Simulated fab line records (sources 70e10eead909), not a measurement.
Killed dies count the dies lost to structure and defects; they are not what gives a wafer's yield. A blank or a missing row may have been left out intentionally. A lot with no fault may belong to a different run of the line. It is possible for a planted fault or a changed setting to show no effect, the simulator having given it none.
Struck lot and sound lot, side by side || flow nand_harc || 44 out of 1159 route steps
Sound: these wafers, L530.1, L530.4, L530.6. Struck: wafer L544.1 (left out: L544.4, L544.5 of the same lot, which were not struck); the cause appears at the end.
At each step with rows: each side's tool, then ch and its chambers, then its first start. Under that, the readings that differ: sound wafers || struck wafers || difference of the means || sigmas: that difference in standard deviations of wafers without a fault.
alike: same words and numbers on both sides, and readings whose means sit less than 2 such deviations apart. not compared: any withheld reading, any reading some wafer has no value for, any bound like >300 that may hide the same value, and any number with overlapping values for which the record gives no deviation.
Wherever a step has rows on one side only, a row that says differs or no value, or a row with sigmas, the two part there. Numbers that don't overlap but have no deviation are shown without sigmas and don't part them. Lack of a reading on every wafer of one side parts them only where that side has two or more wafers.

first, 3 steps without rows for these wafers: NHARC_P_GATE_EXPOSE_23 (exposes mask P GATE, target cd 120 nm); NHARC_P_GATE_PEB_24 (peb time 65 s); NHARC_P_GATE_DEVELOP_25 (develop time 35 s).
NHARC_P_GATE_CD_MEAS_26: the cd target is 120 nm.
  sound on cd_sem-01 ch 0, day 5 14:41; struck on cd_sem-03 ch 0, day 9 00:08
  alike: cd_nm
NHARC_P_GATE_OVL_MEAS_27:
  sound: overlay-02 at day 5 14:46; struck: overlay-02 at day 9 00:13
{"reading": "overlay_x_nm (nm)", "sound": "-1.5 -0.6 -0.9", "struck": 1.0, "difference": "+2.0", "sigmas": "+2"}
{"reading": "overlay_y_nm (nm)", "sound": "-1.6 -0.7 -1.3", "struck": 0.6, "difference": "+1.8", "sigmas": "+2"}
NHARC_P_GATE_INSPECT_28:
  sound: defect_inspect-01 at day 5 14:49; struck: defect_inspect-02 at day 9 00:15
  alike: raw_defect_count
NHARC_P_GATE_DESCUM_31: chemistry O2, time 3 s.
  sound on rie_diel-06 ch 0,2,3, day 5 14:54; struck on rie_diel-07 ch 1, day 9 00:19
{"reading": "showerhead_plenum_p_Torr (Torr)", "sound": "1.83 1.78 1.82", "struck": 2.04, "difference": "+0.23", "sigmas": "+2"}
  alike: drypump_motor_current_A, oes_product_au, rf_vpp_V, throttle_valve_pct
  not compared: rf_hours_counter_h
then, 5 steps without rows for these wafers: NHARC_P_GATE_ETCH_104 (etches the open film in CF4/CHF3, target depth 60 nm); NHARC_P_GATE_HM_OPEN_105 (chemistry O2/COS, target depth 360 nm); NHARC_P_GATE_STRIP_106 (strips in O2/COS); NHARC_P_GATE_ETCH_114 (etches the open film in CF4/O2, target depth 30 nm, overetch 3 nm, time 16.5 s); NHARC_P_GATE_ETCH_32 (etches the open film in HBr/Cl2, target depth 150 nm, time 100.1 s).
NHARC_P_GATE_STRIP_108: strips in O2.
  sound on rie_diel-03 ch 2,3, day 5 15:31; struck on rie_diel-07 ch 2, day 9 01:01
  alike: drypump_motor_current_A, oes_product_au, rf_vpp_V, showerhead_plenum_p_Torr, throttle_valve_pct
  not compared: rf_hours_counter_h
NHARC_P_GATE_CD_MEAS_33:
  sound: cd_sem-02 at day 5 15:42; struck: cd_sem-01 at day 9 01:11
  alike: cd_nm
then, 3 steps without rows for these wafers: NHARC_P_GATE_STRIP_35 (strips in SPM, time 600 s); NHARC_P_GATE_PRECLEAN_73 (cleans in SC1); NHARC_P_GATE_SRD_74.
NHARC_P_GATE_ALD_36: deposits SiNx, target thk 20 nm, pulse time 60 s, ald cycles 223.
  sound on ald_sin-02 ch 0,2, day 5 16:10; struck on ald_sin-02 ch 0, day 9 05:35
  alike: heater_power_w, precursor_pulse_height_rel
then, 1 step without rows for these wafers: NHARC_P_GATE_ETCHBACK_37 (etches the open film in CHF3/O2, target depth 34.5 nm, time 17.2 s).
NHARC_P_GATE_STRIP_101: strips in O2, time 20 s.
  sound on rie_diel-06 ch 1,2, day 6 01:41; struck on rie_diel-03 ch 2, day 9 11:59
  alike: drypump_motor_current_A, oes_product_au, rf_vpp_V, showerhead_plenum_p_Torr, throttle_valve_pct
  not compared: rf_hours_counter_h
then, 12 steps without rows for these wafers: NHARC_P_GATE_PRECLEAN_97 (cleans in SPM, time 600 s); NHARC_P_GATE_SRD_98; NHARC_P_GATE_PRECLEAN_99 (cleans in SC1); NHARC_P_GATE_SRD_100; NHARC_P_GATE_DEHYDRATE_38 (time 120 s); NHARC_P_GATE_HMDS_39 (time 30 s); NHARC_P_GATE_COAT_40; NHARC_P_GATE_SOFTBAKE_41 (time 95 s); NHARC_P_GATE_EBR_42; NHARC_P_GATE_EXPOSE_43 (exposes mask P NSD, target cd 720 nm); NHARC_P_GATE_PEB_44 (peb time 85 s); NHARC_P_GATE_DEVELOP_45 (time 70 s).
NHARC_P_GATE_CD_MEAS_46: the cd target is 720 nm.
  sound on cd_sem-01 ch 0, day 6 02:37; struck on cd_sem-01 ch 0, day 9 12:54
  alike: cd_nm
then, 3 steps without rows for these wafers: NHARC_P_GATE_HARDBAKE_47 (time 80 s); NHARC_P_GATE_DESCUM_48 (chemistry O2, time 3 s); NHARC_P_GATE_IMPLANT_49.
NHARC_P_GATE_STRIP_111: strips in N2/H2, time 250 s.
  sound on plasma_asher-01 ch 0,1, day 6 03:08; struck on plasma_asher-01 ch 0, day 9 13:26
  alike: drypump_motor_current_A, heater_power_w
  not compared: rf_hours_counter_h
NHARC_P_GATE_STRIP_75: strips in O2.
  sound on plasma_asher-01 ch 0,1, day 6 03:26; struck on plasma_asher-01 ch 0, day 9 13:44
  alike: drypump_motor_current_A, heater_power_w
  not compared: rf_hours_counter_h
then, 4 steps without rows for these wafers: NHARC_P_GATE_STRIP_50 (strips in SPM, time 900 s); NHARC_P_GATE_DEHYDRATE_51 (time 120 s); NHARC_P_GATE_HMDS_52 (time 30 s); NHARC_P_GATE_COAT_53.
NHARC_P_GATE_INSPECT_68:
  sound: defect_inspect-02 at day 6 09:03; struck: defect_inspect-01 at day 9 20:06
{"reading": "raw_defect_count", "sound": "145 250 291", "struck": 1635, "difference": "+1406", "sigmas": "+18"}
-- break in the record here, with 14 days between the starts of the struck wafers on either side (left off in module P_GATE, picked up again in module END, where the first step shown is number 1159 on the route) --
NHARC_END_SORT_01:
  here the record holds rows for the struck wafers (prober-01 ch 0, day 23 23:05) but none for the sound ones

== WHERE THEY PART ==
Last at NHARC_END_SORT_01 as far as this record goes, first at NHARC_P_GATE_OVL_MEAS_27.

WHY: whatever the simulator had introduced
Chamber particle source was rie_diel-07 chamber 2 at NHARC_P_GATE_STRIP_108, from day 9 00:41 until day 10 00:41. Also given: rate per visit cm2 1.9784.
